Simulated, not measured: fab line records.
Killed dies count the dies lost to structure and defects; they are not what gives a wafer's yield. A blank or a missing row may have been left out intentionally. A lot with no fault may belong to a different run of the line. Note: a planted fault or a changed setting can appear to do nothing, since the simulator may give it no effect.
Which tool is to blame?	flow nandHarc	18 wafers from 6 lots sampled at 5 of the route's 1302 steps

## WHAT THE GAUGES SHOWED, per wafer
NHARC_END_SORT_01.
lot	measured	on	killedAtArray
L416	day 31 23:22	prober-02	677 670 674

## WHAT TOOL EACH LOT RAN ON (gives the tool, then ch and the chambers of the sampled wafers, and finally the start)
lot	NHARC_A_CHANNEL_HOLE_D1_ETCH_19	NHARC_A_CHANNEL_HOLE_D1_ETCH_21	NHARC_A_CHANNEL_HOLE_D1_ETCH_26	NHARC_A_CHANNEL_FILL_D1_ALD_03
L402	harEtch-02 ch 1, day 9 22:40	harEtch-02 ch 1, day 9 23:08	harEtch-02 ch 1, day 10 02:27	aldSinBatch-02 ch 0, day 10 08:01
L409	harEtch-02 ch 0,1, day 13 01:35	harEtch-02 ch 0,1, day 13 02:04	harEtch-02 ch 0,1, day 13 05:22	aldSinBatch-01 ch 0, day 13 12:25
L411	harEtch-02 ch 0,1, day 13 15:11	harEtch-02 ch 0,1, day 13 15:47	harEtch-02 ch 0,1, day 13 19:01	aldSinBatch-02 ch 0, day 14 00:14
L416	harEtch-02 ch 0,1, day 15 17:09	harEtch-02 ch 0,1, day 15 17:35	harEtch-02 ch 0,1, day 15 20:57	aldSinBatch-01, day 16 02:29
L419	harEtch-01 ch 0,1, day 16 23:14	harEtch-01 ch 0,1, day 16 23:39	harEtch-01 ch 0,1, day 17 03:00	aldSinBatch-02 ch 0, day 17 07:37
L422	harEtch-02 ch 0, day 18 04:51	harEtch-02 ch 0, day 18 05:20	harEtch-02 ch 0, day 18 08:38	aldSinBatch-01 ch 0, day 18 14:10
- NHARC_A_CHANNEL_HOLE_D1_ETCH_19: etches the open film in C4F8/O2/Ar, time 34.5 s.
- NHARC_A_CHANNEL_HOLE_D1_ETCH_21: etches the open film in C4F8/O2/Ar, time 514.3 s, target depth 1600 nm.
- NHARC_A_CHANNEL_HOLE_D1_ETCH_26: etches the open film in C4F8/O2/Ar, time 224.1 s, target depth 300 nm.
- NHARC_A_CHANNEL_FILL_D1_ALD_03: deposits SiNx, target thk 6 nm, pulse time 60 s, ald cycles 58.

## THE ANSWER, worked out from the rows above alone
Rule: the lots themselves supply what counts as usual. Put in order of their means at a reading, lots are off if they are a third of the lots or fewer, leave a main group of 4 or more, and stand apart from it by a gap of 3 or more times the standard deviation of the main group's means; of several such gaps the widest counts. Not used: any main group whose means are identical at the precision the tables above print for the reading. A lot without any number at a reading at which 4 lots or more have one is off too. The other lots that the step has rows for count as sound.
No lot is off at any reading shown: from this, nothing can be told.

## WHAT WAS PUT IN BY THE SIMULATOR
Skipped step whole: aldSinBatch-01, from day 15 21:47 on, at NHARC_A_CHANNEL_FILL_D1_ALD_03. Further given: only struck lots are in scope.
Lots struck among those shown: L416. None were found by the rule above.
